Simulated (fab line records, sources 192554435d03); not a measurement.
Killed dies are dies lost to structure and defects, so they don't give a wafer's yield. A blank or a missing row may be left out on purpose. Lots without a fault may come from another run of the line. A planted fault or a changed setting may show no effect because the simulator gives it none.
fab line records | flow n5_finfet
record lots=4 wafers=12 last_day=16
route steps=1938 shown DUMMY_GATE@246 SPACER0@258 SD_EPI_N@262 BEOL_M4@1111 PASSIVATION@1936
lots that met no fault: from a run of the same line without faults
start_h: hours from the record's first day to the start of the lot's first wafer shown | wait_h: hours since the lot's step before | " the same as in the row above | L1.1+2: a row that stands for several wafers | - no value, or no start given | * or withheld: withheld | < > ~ a bound
route shown NAME@n: a module of which the file shows steps, and the number in the route of the first | usual: mean/standard deviation of fault-free wafers | same: alike in all rows | chamber/n: place in a boat | sites: the reading at each site | _std_site: their standard deviation | _edge_site: outer sites' mean less inner sites' | radius_mm: how far each site lies from the wafer's centre | mask NAME#n: copy n | behind: the tool/chamber that last shaped the wafer | hold: why the lot was held/for how many hours/how that ended | device: the transistor (n, p or np) that didn't switch | end of line: the same wafers' tests at the end of the route | a step without rows: its recipe alone | killed: dies lost to structure and defects at the first sort, not the wafer's yield | map: a wafer's dies, x killed, . not, _ none there
set.NAME: the setting as run; set.NAME@STEP: as run at that earlier step | model.NAME: the simulator's own value behind a step, which no gauge read
lots at some steps of the route; a table a step, a row a wafer
services: from which hour (start_h, from the record's first day; less than 0 if before it) a tool's chamber was out of use, for how many hours, and why
## steps
# step N5_DUMMY_GATE_ETCH_32
# recipe chemistry=CF4 target=SiO2 target_depth_a=35 time_s=3.9 ion_energy_ev=350 pressure_mtorr=10 icp_w=800 bias_w=400 cf4_flow_sccm=80
# step N5_DUMMY_GATE_ETCH_23
# recipe chemistry=HBr/Cl2/O2 HBr_flow_sccm=150 Cl2_flow_sccm=80 O2_flow_sccm=12 bias_w=102 target_depth_a=410 time_s=22.3 target=poly-Si mask_material=SiO2 pressure_mtorr=10 icp_w=800
# step N5_DUMMY_GATE_ETCH_44
# recipe chemistry=HBr/O2 over_etch_frac=0.7 target_depth_a=1275 stop_on=SiO2 ion_energy_ev=60 bias_w=20 target=poly-Si mask_material=SiO2 pressure_mtorr=20 icp_w=400 HBr_flow_sccm=120 O2_flow_sccm=10
# step N5_DUMMY_GATE_ETCH_42
# recipe chemistry=CHF3/O2 target=SiO2 target_depth_a=35 time_s=31 ion_energy_ev=30 bias_w=12 pressure_mtorr=30 source_w=600 Ar_flow_sccm=200 CHF3_flow_sccm=50 O2_flow_sccm=5
# step N5_DUMMY_GATE_STRIP_48
# recipe chemistry=N2/H2 time_s=20 power_w=100 temp_c=40 pressure_mtorr=100 rf_frequency_hz=6e+07 bias_power_w=3 n2_flow_sccm=300 h2_flow_sccm=300
# step N5_DUMMY_GATE_PRECLEAN_33
# recipe chemistry=dHF time_s=10 dilution=750:1 temp_c=25
# step N5_DUMMY_GATE_PRECLEAN_25
# recipe chemistry=O3/DIW time_s=45 temp_c=22 o3_ppm=10
# step N5_DUMMY_GATE_PRECLEAN_51
# recipe chemistry=SC2 time_s=45 temp_c=35 mix=1:1:50
# step N5_DUMMY_GATE_SRD_26
# recipe dry=ipa_marangoni time_s=30 temp_c=23 rinse_liquid=diw
# step N5_DUMMY_GATE_UV_OZONE_45
# recipe time_s=120 pressure_torr=760 temp_c=25
# step N5_SPACER0_ALD_07
# recipe material=SiNx target_thk_a=20 temp_c=400 ald_precursor_family=SiH2I2 ald_co_reactant=N2/H2-plasma pressure_torr=2
# usual heater_power_w=854/69
# columns lot.wafer tool chamber start_h wait_h heater_power_w
L832.1 ald_sin-01 3 54.28 0.0 794
L832.3 " 0 " " 956
L832.5 " 3 " " 813
L843.1 ald_sin-01 1 121.41 0.0 891
L843.2 " 0 " " 952
L843.6 " 3 " " 771
L844.1 ald_sin-01 3 126.77 0.8 784
L844.2 " 2 " " 832
L844.4 " 0 " " 951
L845.3 ald_sin-04 3 131.15 0.0 812
L845.4 " 2 " " 980
L845.6 " 3 " " 804
# step N5_SPACER0_ALD_00
# recipe material=SiOCN target_thk_a=35 temp_c=400 ald_precursor_family=alkyl-aminosilane ald_co_reactant=O2/N2-plasma pulse_time_s=3 purge_time_s=2 co_reactant_purge_time_s=2 ald_cycles=58 pressure_torr=2
# step N5_SPACER0_ALD_08
# recipe material=SiNx target_thk_a=20 temp_c=400 ald_precursor_family=SiH2I2 ald_co_reactant=N2/H2-plasma pressure_torr=2
# step N5_SD_EPI_N_COAT_32
# recipe resist=SOC temp_c=250 time_s=60 spin_rpm=1500 resist_thk_nm=350
# step N5_SD_EPI_N_COAT_33
# recipe resist=SiARC temp_c=220 time_s=60 spin_rpm=1500 resist_thk_nm=35
# step N5_SD_EPI_N_COAT_03
# recipe resist=CAR-ArF-block spin_rpm=1500 resist_thk_nm=150
# step N5_SD_EPI_N_EBR_05
# recipe solvent=PGMEA ebr_width_mm=1.5
# step N5_SD_EPI_N_SOFTBAKE_04
# recipe temp_c=110 time_s=60 resist=CAR-ArF-block
# step N5_SD_EPI_N_EXPOSE_06
# recipe mask_id=SD_N_BLK na=1.35 source_shape=conventional sigma_outer=0.8 polarization=unpolarized target_cd_nm=120 dose_mj=39.75
# step N5_SD_EPI_N_PEB_07
# recipe peb_temp_c=110 peb_time_s=60 resist=CAR-ArF-block
# step N5_SD_EPI_N_DEVELOP_08
# recipe develop_time_s=30 developer=TMAH resist=CAR-ArF-block dev_temp_c=23 rinse_liquid=diw dry=air_spin
# step N5_SD_EPI_N_DESCUM_14
# recipe chemistry=O2 time_s=7.9 source_power_w=50 bias_power_w=20 pressure_mtorr=20 rf_frequency_hz=2.712e+07 temp_c=40 resist=CAR-ArF-block o2_flow_sccm=225
# step N5_SD_EPI_N_ETCH_34
# recipe chemistry=CF4 target=SiARC target_depth_a=455 mask_material=CAR-ArF-block time_s=75.8 ion_energy_ev=80 pressure_mtorr=40 source_w=545 bias_w=36 Ar_flow_sccm=100 cf4_flow_sccm=100 ends=cleared
# step N5_SD_EPI_N_ETCH_35
# recipe chemistry=N2/H2 target=SOC overetch_a=1080 mask_material=SiARC temp_c=40 ion_energy_ev=100 source_w=3000 bias_w=133 pressure_mtorr=20 time_s=486 n2_flow_sccm=200 h2_flow_sccm=200
# step N5_SD_EPI_N_STRIP_36
# recipe chemistry=N2/H2 temp_c=40 n2_flow_sccm=200 h2_flow_sccm=200 rf_frequency_hz=6e+07
# step N5_SD_EPI_N_ETCHBACK_44
# recipe chemistry=CH3F/O2 mode=anisotropic_etchback target=SiNx target_depth_a=145 stop_on=SiO2 over_etch_frac=0.3 ion_energy_ev=120 pressure_mtorr=30 source_w=395 bias_w=73 Ar_flow_sccm=150 CH3F_flow_sccm=30 O2_flow_sccm=20
# step N5_SD_EPI_N_ETCH_45
# recipe chemistry=CH3F/O2 target=SiOCN target_depth_a=60 mask_material=SOC ion_energy_ev=60 bias_w=29 pressure_mtorr=15 source_w=410 Ar_flow_sccm=150 CH3F_flow_sccm=30 O2_flow_sccm=20
# step N5_SD_EPI_N_ETCH_16
# recipe chemistry=CHF3/O2 target=SiO2 target_depth_a=50 mask_material=SOC pressure_mtorr=30 source_w=650 bias_w=170 Ar_flow_sccm=200 CHF3_flow_sccm=50 O2_flow_sccm=5 ion_energy_ev=200
# step N5_SD_EPI_N_STRIP_47
# recipe chemistry=CHF3/O2 resist=SiARC rf_frequency_hz=6e+07
# step N5_SD_EPI_N_SD_RECESS_17
# recipe chemistry=HBr/Cl2/O2 target_depth_a=410 mask_material=SOC time_s=23.7 bt_time_s=3 pressure_mtorr=10 icp_w=800 bias_w=112 HBr_flow_sccm=150 Cl2_flow_sccm=80 O2_flow_sccm=12
# step N5_SD_EPI_N_STRIP_38
# recipe chemistry=N2/H2 power_w=1000 temp_c=250 h2_frac=0.65 overash_fraction=0.3 pressure_mtorr=withheld n2_flow_sccm=1750 h2_flow_sccm=3250
# step N5_SD_EPI_N_WET_ETCH_43
# recipe chemistry=dHF dilution=withheld time_s=14 target=SiO2 target_depth_a=15 temp_c=25
# step N5_SD_EPI_N_STRIP_18
# recipe chemistry=SPM time_s=750 temp_c=130 h2so4_h2o2_vol_ratio=4
# step N5_SD_EPI_N_SRD_20
# recipe dry=ipa_marangoni do_ppb=5 time_s=30 temp_c=23 rinse_liquid=diw
# step N5_SD_EPI_N_PRECLEAN_48
# recipe chemistry=NF3:NH3 afs_cycles=2 temp_c=30 time_s=20 sublimation_temp_c=180 sublimation_time_s=60 pressure_torr=3 rf_power_w=30
# step N5_SD_EPI_N_VAPOR_ETCH_50
# recipe chemistry=HCl target=Si temp_c=775 time_s=54 pressure_torr=20 mode=isotropic
# step N5_BEOL_M4_RC_MEAS_101
# usual DIBL_N=36.7/1.8 DIBL_P=37.0/2.4 IOFF_N=0.17/0.036 IOFF_P=0.22/0.042 ION_N=673/12 ION_P=462/8.5 SS_N=71.7/0.62 SS_P=73.4/0.65 VT_N=250/3.7 VT_P=-250/3.7
# columns lot.wafer tool chamber start_h wait_h DIBL_N[mV/V] DIBL_P[mV/V] IOFF_N[nA/um] IOFF_P[nA/um] ION_N[uA/um] ION_P[uA/um] SS_N[mV/dec] SS_P[mV/dec] VT_N[mV] VT_P[mV]
L832.1 prober-02 0 188.41 0.0 39.1 40.7 0.22 0.28 691 466 72.4 74.2 246 -246
L832.3 " 0 " " 36.9 37.5 0.17 0.22 682 458 71.5 74.2 248 -248
L832.5 " 0 " " 37.7 38.7 0.18 0.22 676 456 72.0 73.9 249 -250
L843.1 prober-01 0 262.40 0.0 38.3 39.4 0.21 0.27 671 463 72.5 73.8 245 -247
L843.2 " 0 " " 37.7 39.4 0.19 0.26 681 467 71.6 73.9 248 -248
L843.6 " 0 " " 36.8 39.1 0.18 0.26 682 473 71.7 73.3 245 -247
L844.1 prober-01 0 270.96 0.0 34.9 35.8 0.12 0.19 649 452 71.5 73.0 253 -251
L844.2 " 0 " " 35.6 37.4 0.14 0.22 667 462 71.1 73.8 251 -251
L844.4 " 0 " " 35.1 37.3 0.14 0.21 671 466 71.7 73.8 253 -252
L845.3 prober-01 0 280.53 0.3 39.1 41.4 0.23 0.28 696 470 72.7 74.9 245 -249
L845.4 " 0 " " 35.6 36.4 0.15 0.18 664 452 72.0 73.4 252 -254
L845.6 " 0 " " 34.9 35.6 0.14 0.18 665 453 71.6 73.1 252 -257
# step N5_PASSIVATION_PROBE_49
# usual defect_limited_yield=91.1/1.4 killed_at_M0_to_M3=32/9.3 killed_at_M4_up=13/5.8 killed_at_contacts=12/6.3 killed_at_front_end=44/12 killed_at_other=3.6/2.7 killed_dies=104/17 killed_on_rim=14/3.9 killed_open=69/13 killed_short=34/6.9 sort_bin_5_function=5.2/0.98 sort_bin_6_memory=3.3/0.59 sort_n_pass=1075/17 sort_yield_pct=91.1/1.4
# same gross_dies=1180 killed_at_back_side=0 sort_bin_4_leakage[%]=0 sort_bin_8_speed[%]=0
# columns lot.wafer tool chamber start_h wait_h defect_limited_yield[%] killed_at_M0_to_M3 killed_at_M4_up killed_at_contacts killed_at_front_end killed_at_other killed_dies killed_on_rim killed_open killed_short sort_bin_5_function[%] sort_bin_6_memory[%] sort_n_pass sort_yield_pct[%]
L843.2 prober-02 - 360.85 0.1 71.9 43 12 19 256 2 332 145 65 35 5.0 3.6 848 71.9
L844.4 prober-01 - 375.46 0.2 72.6 26 4 20 270 3 323 145 60 38 4.7 3.4 857 72.6
L845.3 prober-01 - 387.16 0.1 91.1 35 18 8 41 3 105 10 68 37 6.0 2.5 1075 91.1
L845.4 prober-01 - 387.21 0.2 90.2 34 30 5 46 1 116 16 77 39 5.5 4.2 1064 90.2
L845.6 prober-01 - 387.31 0.3 92.2 21 21 7 37 6 92 13 56 36 4.3 3.1 1088 92.2
# killed by level:class
L843.2 SPACER0:area_ald=229 MOL_CONTACT_COAG:geometric_particle:open=13 BEOL_M0_SAQP:geometric_particle:open=9 BEOL_M0_SAQP:geometric_particle:short=8 BEOL_M4:geometric_particle:open=7 BEOL_M2:geometric_particle:open=7 BEOL_M3:geometric_particle:open=7 STI_FIN_REVEAL:geometric_particle:open=5
L844.4 SPACER0:area_ald=225 MOL_CONTACT_COAG:geometric_particle:open=13 DUMMY_GATE:geometric_particle:open=10 FIN_SAQP:geometric_particle:open=9 FIN_SAQP:geometric_particle:short=8 BEOL_M0_SAQP:geometric_particle:short=8 MOL_CONTACT_COAG:geometric_particle:short=7 BEOL_M2:geometric_particle:open=6
L845.3 FIN_SAQP:geometric_particle:open=9 BEOL_M3:geometric_particle:open=9 BEOL_M2:geometric_particle:open=7 DUMMY_GATE:geometric_particle:open=6 BEOL_M0_SAQP:geometric_particle:short=6 STI_FIN_REVEAL:geometric_particle:open=5 GATE_CUT:geometric_particle:open=5 BEOL_M4:geometric_particle:open=5
L845.4 BEOL_M4:geometric_particle:open=18 STI_FIN_REVEAL:geometric_particle:open=11 DUMMY_GATE:geometric_particle:open=11 BEOL_M0_SAQP:geometric_particle:short=10 BEOL_M0:geometric_particle:open=7 GATE_CUT:geometric_particle:short=6 MOL_CONTACT_COAG:geometric_particle:open=5 BEOL_M0_SAQP:geometric_particle:open=5
L845.6 BEOL_M4:geometric_particle:open=11 FIN_SAQP:geometric_particle:open=9 FIN_SAQP:geometric_particle:short=5 BEOL_M2:geometric_particle:open=5 DUMMY_GATE:geometric_particle:open=4 MOL_CONTACT_COAG:geometric_particle:open=4 BEOL_M2:geometric_particle:short=4 BEOL_M4:geometric_particle:short=4
# map L843.2 (x killed, . not)
_________________xxxxxxxxxxxx________________
______________xxxxxxxxxxxxxxxxxx_____________
___________xxxxx..x......xxxx..xxxx__________
__________x.x.........x.x..x....xxxx_________
________xxxx....xx.......x........x.xx_______
_______xx.x.x.....................x.xxx______
______x..x.........x.......x......x..xxx_____
_____xx.x...........x.......x......x...xx____
____xxx.x...............x........xx.x.x.xx___
___xx.x..x....x..x....x..x.............x.xx__
___xxx...........................xx.....xxx__
__xxxx..........x.....x..............x....xx_
__xxxx....x..............x...............xxx_
_xxx..............x.................x.....xxx
_xx.x...............x...............x......xx
_x.x................x....................xxxx
_xx...................x.......x............xx
_xx........x................x............x.xx
_xxx.......................................xx
_xxx...x.............x.........x..........xxx
_xx.xx..........x..x..........x.......xxxxxxx
__xxx.x...............................x..xxx_
__xx...xx............x.x...x....x.x....xx.xx_
___xxxx....x...........x.................xx__
___xxx..x..x.............x.x..........xxxxx__
____xx................x...............xxxx___
_____xxx..............................xxx____
______xxxx..x........x..............xxxx_____
_______x...x.x......x...............x.x______
________xxxxx........x.x....x..x..xxxx_______
__________xxxxx.....x...........xxxx_________
___________xxxxxx.x..x......xxx.xxx__________
______________xxxx.xxxx.xxxxxxxx_____________
_________________xxxxxx.xxxxx________________
# map L844.4 (x killed, . not)
_________________xxxxxxx.xxxx________________
______________xxx.xxxxxxxxxx..xx_____________
___________xxxx...x.x...x.....xxxxx__________
__________xxxx.x...x...........xxxxx_________
________xxx............x.x......x.xxxx_______
_______xxxx.......................xxxxx______
______xx..............x.......x......x.x_____
_____xxx..............................xxx____
____xxx......x...x.......x....x....x...xxx___
___xx.......x..........x...x.........xx..xx__
___x...x.................x.............xxxx__
__xx.x..........x.....x...........xx....xxxx_
__xx......x.............................xx.x_
_xxx..x..........x...........x............xxx
_xxx.x....x.........x.......x......x.....xxxx
_xxx....................x........x.........xx
_x..x..x.........x.xxx........x...........xxx
_xxx..................x...xx..x...........xxx
_xx.x..............x.....................xxxx
_xxx.x.x.....x...........x................xxx
_xxx.....x....x.........x...........x.....xxx
__xx........x....x.....xx.................xx_
__xx.x...................................xxx_
___xx................................x..xxx__
___xxx.xx.........x.....x..............x.xx__
____xxxx............x......x..........xxxx___
_____xx....................x.xx........xx____
______xxx.x...........................xx_____
_______xx.xx...x........x...........x.x______
________xxx.x..x...............x.x..xx_______
__________xxxxx.x...............xxxx_________
___________xxxxxxx......xx....xxxxx__________
______________xxxxx.xxxx.xxxxxxx_____________
_________________xxxxxxxxxxxx________________
## services
# columns tool chamber start_h hours kind
ald_sin-01 3 41.87 10.9 repair
ald_sin-01 - 85.25 14.0 pm
ald_sin-01 0 85.25 14.0 vent_cycle
ald_sin-01 1 85.25 14.0 vent_cycle
ald_sin-01 2 85.25 14.0 vent_cycle
ald_sin-01 3 85.25 14.0 vent_cycle
ald_sin-01 0 99.25 - clean
ald_sin-01 1 99.25 - clean
ald_sin-01 2 99.25 - clean
ald_sin-01 3 99.25 - clean
## key
first_sign step=N5_PASSIVATION_PROBE_49 reading=killed_at_front_end direction=up sigmas=18 usual=44 struck=263
effect step=N5_PASSIVATION_PROBE_49 reading=sort_n_pass direction=down sigmas=13 usual=1075 struck=852
more_kills_born_at N5_SPACER0_ALD_07@ald_sin-01=454
met_at N5_SPACER0_ALD_07
struck_wafers L843.2,L844.4
onset_between 54.28 121.41
fault kind=site_profile_drift tool=ald_sin-01 chamber=0 onset_h=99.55 steps=N5_SPACER0_ALD_07 basis=fraction max_abs_drift=0.481 slope_share_per_hr=106.89 site_pattern=0,0,0,0,0,-1,-1,-1,-1
